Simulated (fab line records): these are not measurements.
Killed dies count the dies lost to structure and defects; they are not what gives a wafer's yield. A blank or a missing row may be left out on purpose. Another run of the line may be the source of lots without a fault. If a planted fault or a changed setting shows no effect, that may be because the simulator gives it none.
8D (eight disciplines) problem report, filled in by code    flow n5_finfet    the parts of the form that need people (team, actions taken, sign-off) are left out

## 1. PROBLEM STATEMENT
Wafers without a fault read 1500.2 rpm, standard deviation 0.87; spin_speed_rpm at N5_BEOL_M8_COAT_63 reads a mean of 1567.2 rpm on 6 wafers belonging to 2 lots. That is +77 standard deviations from the usual mean.
The step: time 60 s, resist thk 60 nm.
Earliest sighting: wafer L538.2 on litho_track-01 at day 13 22:26. At this step, 36 wafers from 12 lots have a number in the record. Rule for "out", or "out of limits": more than 4 standard deviations from the usual mean. Any other wafer with a number is counted as sound.

## 2. WHAT IT IS, WHAT IT ISN'T
question                     is                      is not
which readings at this step  spin_speed_rpm          -
which lots                   L538, L542              L533, L534, L535, L539, L549, L551, L552, L553, L554, L556
which wafers of those lots   all that have a number  -
read on which tools          litho_track-01          litho_track-02, litho_track-04
when                         from day 13 22:26       up to then (12 sound wafers); but 18 sound wafers of L549, L551, L552, L553, L554, L556 came after

## 3. THE SUSPECTS, EACH WITH WHAT RULES IT OUT
Counting: a tool at any process step up to the reading remains a suspect when it ran all the lots that are out and ran no sound lot after the first of those.
- pecvd-03 at N5_BEOL_M8_ILD_DEP_00 (deposits SiCOH lowk from DEMS/porogen, target thk 179.75 nm, time 33.4 s): ruled out as a lasting fault. After its first lot that is out, L538 (day 13 18:10), sound lots L552, L551 ran on it.
- litho_track-01 at N5_BEOL_M8_COAT_63 (time 60 s, resist thk 60 nm): ruled out as a lasting fault. After its first lot that is out, L538 (day 13 22:26), sound lots L549, L552, L551, L554 ran on it.
Left after counting: nothing in the record.

## 4. THE CAUSE (what the simulator had put in)
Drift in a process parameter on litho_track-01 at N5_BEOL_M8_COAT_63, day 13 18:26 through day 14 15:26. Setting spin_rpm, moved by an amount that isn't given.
Counting ruled it out, wrongly.

## 5. THE CHAIN OF EFFECTS, in route order
Each row: a reading where the mean over the struck wafers with a number is more than 3 standard deviations away from the usual. Only readings whose record carries a usual standard deviation are examined. hours: median over the lots of the time between each lot's start at the first step of this table that gives one and its start at this step. sigmas: the change, counted in usual standard deviations.
hours  step                reading         usual       on struck wafers  change  sigmas
0      N5_BEOL_M8_COAT_63  spin_speed_rpm  1500.2 rpm  1567.2            +67.0   +77
Its process steps:
- N5_BEOL_M8_COAT_63: time 60 s, resist thk 60 nm.

## 6. HOW IT WOULD HAVE BEEN CAUGHT EARLIER
First out-of-limits reading in this record: day 13 22:26, which is 4 hours after fault onset at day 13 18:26.
